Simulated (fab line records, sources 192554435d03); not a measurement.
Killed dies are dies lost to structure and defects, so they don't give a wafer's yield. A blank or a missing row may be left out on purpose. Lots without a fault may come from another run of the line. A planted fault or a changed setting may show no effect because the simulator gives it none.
fab line records | flow n5_finfet
record lots=5 wafers=14 last_day=18
route steps=1938 shown BEOL_M2@909 BEOL_M4@1111 PASSIVATION@1936
lots that met no fault: from a run of the same line without faults
start_h: hours from the record's first day to the start of the lot's first wafer shown | wait_h: hours since the lot's step before | " the same as in the row above | L1.1+2: a row that stands for several wafers | - no value, or no start given | * or withheld: withheld | < > ~ a bound
route shown NAME@n: a module of which the file shows steps, and the number in the route of the first | usual: mean/standard deviation of fault-free wafers | same: alike in all rows | chamber/n: place in a boat | sites: the reading at each site | _std_site: their standard deviation | _edge_site: outer sites' mean less inner sites' | radius_mm: how far each site lies from the wafer's centre | mask NAME#n: copy n | behind: the tool/chamber that last shaped the wafer | hold: why the lot was held/for how many hours/how that ended | device: the transistor (n, p or np) that didn't switch | end of line: the same wafers' tests at the end of the route | a step without rows: its recipe alone | killed: dies lost to structure and defects at the first sort, not the wafer's yield | map: a wafer's dies, x killed, . not, _ none there
set.NAME: the setting as run; set.NAME@STEP: as run at that earlier step | model.NAME: the simulator's own value behind a step, which no gauge read
lots at some steps of the route; a table a step, a row a wafer
services: from which hour (start_h, from the record's first day; less than 0 if before it) a tool's chamber was out of use, for how many hours, and why
## steps
# step N5_BEOL_M2_ANNEAL_82
# recipe temp_c=400 time_s=240 ambient=vacuum
# step N5_BEOL_M2_SPUTTER_86
# recipe material=Cu target_thk_a=45 temp_c=-20 chamber_pressure_pa=0.07 power_w=withheld time_s=8.29
# step N5_BEOL_M2_ANNEAL_87
# recipe temp_c=400 time_s=240 ambient=vacuum
# usual heater_power_w=861/99 susceptor_temp_C=399.96/0.23
# columns lot.wafer tool chamber start_h wait_h heater_power_w susceptor_temp_C
L135.1 pvd_sputter-02 - 200.39 0.0 734 400.20
L135.3 " - " " 1121 400.00
L135.5 " - " " 1149 400.13
L137.1 pvd_sputter-03 - 212.13 0.0 862 399.67
L137.2 " - " " 856 400.01
L137.5 " - " " 877 399.96
L141.2 pvd_sputter-01 - 241.30 0.0 917 399.83
L141.4 " - " " 748 400.08
L147.1 pvd_sputter-01 - 280.81 0.0 873 400.10
L147.3 " - " " 746 399.94
L147.6 " - " " 895 399.92
L149.1 pvd_sputter-03 - 282.55 0.0 872 399.44
L149.2 " - " " 865 399.71
L149.4 " - " " 874 399.83
# step N5_BEOL_M2_SPUTTER_88
# recipe material=Cu target_thk_a=45 temp_c=-20 chamber_pressure_pa=0.07 power_w=withheld time_s=8.29
# step N5_BEOL_M2_ANNEAL_89
# recipe temp_c=400 time_s=240 ambient=vacuum
# step N5_BEOL_M2_SPUTTER_90
# recipe material=Cu target_thk_a=45 temp_c=-20 chamber_pressure_pa=0.07 power_w=withheld time_s=8.29
# usual chamber_pressure_pa=0.06999/0.00014 substrate_temp_c=-20.01/0.11 susceptor_temp_C=-19.99/0.11 throttle_valve_pct=29.6/1.3
# columns lot.wafer tool chamber start_h wait_h chamber_pressure_pa substrate_temp_c susceptor_temp_C throttle_valve_pct
L135.1 pvd_sputter-02 - 200.75 0.1 0.06975 -19.92 -20.03 28.9
L135.3 " - " " 0.07013 -20.14 -19.97 28.2
L135.5 " - " " 0.06991 -20.11 -19.85 28.3
L137.1 pvd_sputter-03 - 212.49 0.1 0.07005 -19.82 -20.18 32.0
L137.2 " - " " 0.06996 -20.05 -19.99 31.5
L137.5 " - " " 0.07005 -19.91 -19.90 29.3
L141.2 pvd_sputter-01 - 241.66 0.1 0.07005 -19.95 -20.15 28.7
L141.4 " - " " 0.0699 -20.13 -19.91 31.0
L147.1 pvd_sputter-01 - 281.17 0.1 0.07007 -19.99 -19.83 27.8
L147.3 " - " " 0.07024 -20.03 -20.14 30.9
L147.6 " - " " 0.07014 -19.95 -20.08 28.2
L149.1 pvd_sputter-03 - 282.91 0.1 0.06981 -20.04 -19.93 29.4
L149.2 " - " " 0.07001 -19.93 -20.02 31.3
L149.4 " - " " 0.07002 -19.88 -19.99 31.8
# step N5_BEOL_M2_ANNEAL_91
# recipe temp_c=400 time_s=240 ambient=vacuum
# step N5_BEOL_M2_SPUTTER_92
# recipe material=Cu target_thk_a=45 temp_c=-20 chamber_pressure_pa=0.07 power_w=withheld time_s=8.29
# step N5_BEOL_M2_ANNEAL_93
# recipe temp_c=400 time_s=240 ambient=vacuum
# usual heater_power_w=863/100 susceptor_temp_C=400.01/0.23
# columns lot.wafer tool chamber start_h wait_h heater_power_w susceptor_temp_C
L135.1 pvd_sputter-02 - 201.05 0.0 727 399.79
L135.3 " - " " 1152 399.65
L135.5 " - " " 1181 400.06
L137.1 pvd_sputter-03 - 212.79 0.0 871 400.07
L137.2 " - " " 872 400.07
L137.5 " - " " 876 399.52
L141.2 pvd_sputter-01 - 241.96 0.0 906 400.51
L141.4 " - " " 737 399.92
L147.1 pvd_sputter-01 - 281.47 0.0 872 400.17
L147.3 " - " " 752 400.36
L147.6 " - " " 879 400.09
L149.1 pvd_sputter-03 - 283.21 0.0 863 399.77
L149.2 " - " " 872 399.76
L149.4 " - " " 900 400.46
# step N5_BEOL_M2_SPUTTER_94
# recipe material=Cu target_thk_a=45 temp_c=-20 chamber_pressure_pa=0.07 power_w=withheld time_s=8.29
# step N5_BEOL_M2_ANNEAL_95
# recipe temp_c=400 time_s=240 ambient=vacuum
# usual heater_power_w=862/100 susceptor_temp_C=399.98/0.23
# columns lot.wafer tool chamber start_h wait_h heater_power_w susceptor_temp_C
L135.1 pvd_sputter-02 - 201.27 0.0 735 400.13
L135.3 " - " " 1149 399.61
L135.5 " - " " 1138 399.76
L137.1 pvd_sputter-03 - 213.01 0.0 896 399.72
L137.2 " - " " 891 400.01
L137.5 " - " " 874 399.89
L141.2 pvd_sputter-01 - 242.18 0.0 920 400.31
L141.4 " - " " 753 400.35
L147.1 pvd_sputter-01 - 281.69 0.0 886 399.82
L147.3 " - " " 767 400.00
L147.6 " - " " 881 399.92
L149.1 pvd_sputter-03 - 283.43 0.0 896 400.08
L149.2 " - " " 883 400.36
L149.4 " - " " 884 400.11
# step N5_BEOL_M2_SPUTTER_96
# recipe material=Cu target_thk_a=45 temp_c=-20 chamber_pressure_pa=0.07 power_w=withheld time_s=8.29
# step N5_BEOL_M2_ECD_50
# recipe material=Cu target_thk_a=3000
# columns lot.wafer tool chamber start_h wait_h model.Cu_of_BEOL_M2_ECD_50.thk_nm
L135.1 ecd_cu-02 1 201.53 0.1 304
L135.3 " 1 " " 297
L135.5 " 0 " " 300.4
L137.1 ecd_cu-01 0 213.26 0.1 300.2
L137.2 " 1 " " 298.6
L137.5 " 0 " " 294.8
L141.2 ecd_cu-01 0 242.43 0.1 89.6
L141.4 " 0 " " 87.4
L147.1 ecd_cu-02 1 281.95 0.1 302.2
L147.3 " 0 " " 304
L147.6 " 0 " " 299.2
L149.1 ecd_cu-02 0 283.69 0.1 299.6
L149.2 " 1 " " 302.8
L149.4 " 1 " " 306.2
# step N5_BEOL_M2_ANNEAL_51
# recipe temp_c=225 time_s=90 ambient=N2
# usual wafer_temp_C_max=226.3/0.46
# columns lot.wafer tool chamber start_h wait_h wafer_temp_C_max
L135.1 rtp_anneal-01 0 201.61 0.1 225.6
L135.3 " 0 " " 225.4
L135.5 " 0 " " 225.7
L137.1 rtp_anneal-02 0 213.34 0.1 227.4
L137.2 " 0 " " 226.3
L137.5 " 0 " " 226.3
L141.2 rtp_anneal-02 0 242.56 0.1 226.6
L141.4 " 0 " " 227.2
L147.1 rtp_anneal-02 0 282.03 0.1 226.7
L147.3 " 0 " " 226.7
L147.6 " 0 " " 227.1
L149.1 rtp_anneal-02 0 283.77 0.1 226.4
L149.2 " 0 " " 227.2
L149.4 " 0 " " 226.5
# step N5_BEOL_M2_CMP_52
# recipe stop_on=SiOC t_overpolish_s=6.8 down_force_psi=1 platen_rpm=50 clearing_platen_down_force_psi=1.5 clearing_platen_rpm=50 post_cmp_clean=cu_alkaline target_thk_nm=40 clearing_platen_pad_velocity_m_s=0.99484 pad_velocity_m_s=0.99484
# usual head_pressure_psi=0.9999/0.0022 motor_current_A=5.9/0.53 pad_life_wafers=1329/420 retaining_ring_pressure_frac=1.000/0.0051 time_to_endpoint_s=62/3
# columns lot.wafer tool chamber start_h wait_h head_pressure_psi motor_current_A pad_life_wafers retaining_ring_pressure_frac time_to_endpoint_s
L135.3 cmp-04 2 201.90 0.2 1.0028 6.0 1524 1.000 66
L135.1 " 3 " " 1.0037 5.4 1525 1.004 68
L135.5 " 2 " " 1.0042 5.9 - 0.998 66
L137.2 cmp-02 1 213.68 0.2 1.0013 6.1 1309 1.005 64
L137.1 " 2 " " 1.0000 5.3 1310 1.002 61
L137.5 " 1 " " 0.9999 5.8 - 1.000 63
L141.2 cmp-04 1 242.81 0.2 1.0025 7.2 1884 1.004 20
L141.4 " 2 " " 1.0014 6.0 1885 0.997 17
L147.1 cmp-02 3 282.36 0.3 0.9962 5.6 1837 1.001 65
L147.3 " 0 " " 0.9962 5.5 1838 0.999 59
L147.6 " 2 " " 0.9994 6.0 - 0.989 58
L149.1 cmp-03 2 285.29 1.5 1.0014 6.0 540 1.004 62
L149.2 " 3 " " 0.9986 5.3 541 1.006 58
L149.4 " 1 " " 0.9996 6.3 543 0.991 59
# step N5_BEOL_M2_THK_MEAS_53
# recipe thk_meas_gauge=xrf reads=Cu_of_BEOL_M2_ECD_50
# usual M2_THK=40.1/2
# columns lot.wafer tool chamber start_h wait_h M2_THK[nm]
L135.1 film_metro-01 - 202.20 - 39.2
L135.3 " - " " 44.6
L135.5 " - " " 38.5
L137.1 film_metro-02 - 213.93 - 39.8
L137.2 " - " " 43.5
L137.5 " - " " 42.6
L141.2 film_metro-02 - 243.11 - 42.1
L141.4 " - " " 39.5
L147.1 film_metro-02 - 282.62 - 42.4
L147.3 " - " " 42.5
L147.6 " - " " 41.1
L149.1 film_metro-02 - 285.59 - 40.2
L149.2 " - " " 37.9
L149.4 " - " " 41.0
# step N5_BEOL_M4_RC_MEAS_101
# usual DIBL_N=36.2/2.2 DIBL_P=36.1/2.8 IOFF_N=0.16/0.041 IOFF_P=0.21/0.047 ION_N=676/16 ION_P=463/11 SS_N=71.6/0.78 SS_P=73.3/0.86 VT_N=249/3.8 VT_P=-251/3.9
# columns lot.wafer tool chamber start_h wait_h DIBL_N[mV/V] DIBL_P[mV/V] IOFF_N[nA/um] IOFF_P[nA/um] ION_N[uA/um] ION_P[uA/um] SS_N[mV/dec] SS_P[mV/dec] VT_N[mV] VT_P[mV]
L135.1 prober-02 0 237.02 0.0 34.7 35.5 0.13 0.21 680 474 70.5 72.8 251 -250
L135.3 " 0 " " 34.8 34.6 0.12 0.19 659 458 71.5 73.0 254 -254
L135.5 " 0 " " 32.1 31.3 0.09 0.15 645 456 71.0 71.8 256 -254
L137.1 prober-01 0 243.22 0.0 31.3 29.8 0.09 0.12 642 441 69.8 71.6 257 -257
L137.2 " 0 " " 33.3 30.6 0.12 0.13 645 443 70.9 72.2 253 -261
L137.5 " 0 " " 36.3 34.0 0.17 0.18 663 448 72.3 73.5 249 -253
L141.2 prober-02 0 276.99 0.2 32.0 31.0 0.10 0.15 654 454 70.3 71.6 255 -256
L141.4 " 0 " " 37.8 39.2 0.21 0.27 709 477 71.9 74.1 244 -248
L147.1 prober-01 0 305.70 0.2 33.2 34.3 0.12 0.18 661 462 72.2 71.9 253 -251
L147.3 " 0 " " 33.6 34.9 0.13 0.19 653 458 71.1 72.3 251 -251
L147.6 " 0 " " 36.0 37.9 0.18 0.24 675 458 71.7 73.6 246 -249
L149.1 prober-01 0 312.82 0.0 33.5 33.0 0.11 0.15 648 444 71.0 72.5 255 -256
L149.2 " 0 " " 35.4 35.7 0.14 0.19 674 462 71.1 73.4 251 -252
L149.4 " 0 " " 34.4 33.9 0.13 0.16 670 462 71.0 72.6 252 -251
# step N5_PASSIVATION_PROBE_49
# usual defect_limited_yield=91.4/1.4 killed_at_M0_to_M3=33/10 killed_at_M4_up=14/6.1 killed_at_contacts=14/6.1 killed_at_front_end=38/9.7 killed_at_other=3.1/2.9 killed_dies=102/17 killed_open=67/13 killed_short=32/8 sort_bin_5_function=5.1/0.94 sort_bin_6_memory=3.2/0.68 sort_bin_8_speed=0.02/0.17 sort_n_pass=1078/17 sort_yield_pct=91.3/1.5
# same gross_dies=1180 killed_at_back_side=0 sort_bin_4_leakage[%]=0
# columns lot.wafer tool chamber start_h wait_h defect_limited_yield[%] killed_at_M0_to_M3 killed_at_M4_up killed_at_contacts killed_at_front_end killed_at_other killed_dies killed_open killed_short sort_bin_5_function[%] sort_bin_6_memory[%] sort_bin_8_speed[%] sort_n_pass sort_yield_pct[%]
L135.1 prober-02 - 342.02 0.0 92.4 25 13 12 39 1 90 49 40 4.8 2.4 0 1090 92.4
L135.3 prober-02 - 342.12 0.1 90.6 18 14 19 58 2 111 72 31 5.2 3.7 0 1069 90.6
L135.5 prober-02 - 342.22 0.2 91.7 27 19 5 45 2 98 59 34 4.7 3.1 0.08 1081 91.6
L141.4 prober-02 - 376.87 0.2 90.9 38 14 9 39 7 107 66 41 5.4 3.0 0 1073 90.9
L147.1 prober-01 - 415.93 0.0 89.4 38 12 16 54 5 125 89 35 6.9 3.4 0 1055 89.4
L147.3 prober-01 - 416.03 0.1 92.5 32 6 13 34 3 88 51 37 3.6 3.6 0 1092 92.5
L147.6 prober-01 - 416.18 0.3 91.7 23 20 8 45 2 98 66 31 4.1 4.1 0 1082 91.7
L149.1 prober-02 - 424.95 0.0 91.4 30 14 21 35 1 101 62 38 5.4 2.9 0 1079 91.4
L149.2 prober-02 - 425.00 0.1 91.6 36 18 17 28 0 99 72 19 4.6 3.1 0 1081 91.6
L149.4 prober-02 - 425.10 0.2 91.0 33 19 11 39 4 106 67 39 5.6 3.0 0 1074 91.0
# killed by level:class
L135.1 MOL_CONTACT_COAG:geometric_particle:open=9 BEOL_M4:geometric_particle:open=7 DUMMY_GATE:geometric_particle:open=6 GATE_CUT:geometric_particle:short=6 FIN_SAQP:geometric_particle:short=5 BEOL_M0_SAQP:geometric_particle:short=5 BEOL_M0_SAQP:geometric_particle:open=5 FIN_SAQP:geometric_particle:open=4
L135.3 STI_FIN_REVEAL:geometric_particle:open=14 MOL_CONTACT_COAG:geometric_particle:open=14 FIN_SAQP:geometric_particle:open=9 BEOL_M4:geometric_particle:open=6 FIN_SAQP:geometric_particle:short=5 GATE_CUT:geometric_particle:open=5 MOL_CONTACT_COAG:geometric_particle:short=5 BEOL_M1:geometric_particle:open=5
L135.5 FIN_SAQP:geometric_particle:open=13 GATE_CUT:geometric_particle:short=10 BEOL_M4:geometric_particle:open=9 BEOL_M0_SAQP:geometric_particle:open=6 MOL_CONTACT_COAG:geometric_particle:open=5 BEOL_M1:geometric_particle:open=5 BEOL_M0_SAQP:geometric_particle:short=4 BEOL_M4:geometric_particle:short=4
L141.4 BEOL_M0_SAQP:geometric_particle:short=14 FIN_SAQP:geometric_particle:short=8 BEOL_M3:geometric_particle:open=8 FIN_SAQP:geometric_particle:open=7 MOL_CONTACT_COAG:geometric_particle:open=7 BEOL_M2:geometric_particle:open=6 DUMMY_GATE:geometric_particle:open=5 BEOL_M4:geometric_particle:short=4
L147.1 STI_FIN_REVEAL:geometric_particle:open=16 MOL_CONTACT_COAG:geometric_particle:open=15 BEOL_M3:geometric_particle:open=14 FIN_SAQP:geometric_particle:open=10 BEOL_M0_SAQP:geometric_particle:open=8 BEOL_M0_SAQP:geometric_particle:short=5 BEOL_M5:geometric_particle:open=5 STARTING-WAFER:geometric_particle:short=5
L147.3 BEOL_M3:geometric_particle:open=10 STI_FIN_REVEAL:geometric_particle:open=9 MOL_CONTACT_COAG:geometric_particle:open=9 BEOL_M0_SAQP:geometric_particle:open=7 BEOL_M0_SAQP:geometric_particle:short=6 DUMMY_GATE:geometric_particle:open=4 MOL_CONTACT_COAG:geometric_particle:short=4 BEOL_M1:geometric_particle:open=4
L147.6 FIN_SAQP:geometric_particle:short=12 STI_FIN_REVEAL:geometric_particle:open=9 BEOL_M3:geometric_particle:open=8 ILD0:geometric_particle:open=7 MOL_CONTACT_COAG:geometric_particle:open=7 BEOL_M0_SAQP:geometric_particle:open=6 BEOL_M4:geometric_particle:open=6 FIN_SAQP:geometric_particle:open=4
L149.1 MOL_CONTACT_COAG:geometric_particle:open=17 FIN_SAQP:geometric_particle:short=8 BEOL_M4:geometric_particle:open=8 STI_FIN_REVEAL:geometric_particle:open=6 BEOL_M1:geometric_particle:open=6 BEOL_M1:geometric_particle:short=6 BEOL_M3:geometric_particle:open=5 STI_FIN_REVEAL:geometric_particle:short=4
L149.2 BEOL_M1:geometric_particle:open=17 MOL_CONTACT_COAG:geometric_particle:open=16 HKMG_FIN:area_etch=7 FIN_SAQP:geometric_particle:open=5 BEOL_M0_SAQP:geometric_particle:short=5 BEOL_M5:geometric_particle:open=5 BEOL_M2:geometric_particle:open=4 BEOL_M4:geometric_particle:open=4
L149.4 FIN_SAQP:geometric_particle:open=18 BEOL_M1:geometric_particle:open=9 BEOL_M4:geometric_particle:short=8 MOL_CONTACT_COAG:geometric_particle:open=7 BEOL_M0:geometric_particle:open=6 FIN_SAQP:geometric_particle:short=5 BEOL_M0_SAQP:geometric_particle:short=5 BEOL_M0_SAQP:geometric_particle:open=5
## services
# columns tool chamber start_h hours kind
cmp-03 - 208.08 4.0 pm
cmp-03 - 212.40 3.8 repair
cmp-03 - 216.72 4.0 pm
cmp-03 - 220.72 - consumable_replace:conditioner
cmp-03 - 220.72 - consumable_replace:pad
cmp-03 - 232.99 1.4 repair
cmp-04 - 274.57 4.0 pm
cmp-02 - 275.26 7.0 pm
cmp-04 - 278.57 - consumable_replace:conditioner
cmp-04 - 278.57 - consumable_replace:pad
## key
first_sign step=N5_BEOL_M2_CMP_52 reading=time_to_endpoint_s direction=down sigmas=14 usual=* struck=*
effect none on later readings
model_effect step=N5_BEOL_M2_ECD_50 value=Cu_of_BEOL_M2_ECD_50.thk_nm without=299.2 struck=88.5
met_at N5_BEOL_M2_ECD_50
struck_wafers L141.2,L141.4
onset_between 213.26 242.43
also_fits N5_BEOL_M2_CMP_52:cmp-04
fault kind=process_parameter_drift tool=ecd_cu-01 chamber=- onset_h=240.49 steps=N5_BEOL_M2_ECD_50 channel=target_thk_a offset=* shape=step end_h=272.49 scope=struck_wafers_only acts_in=* stated=*
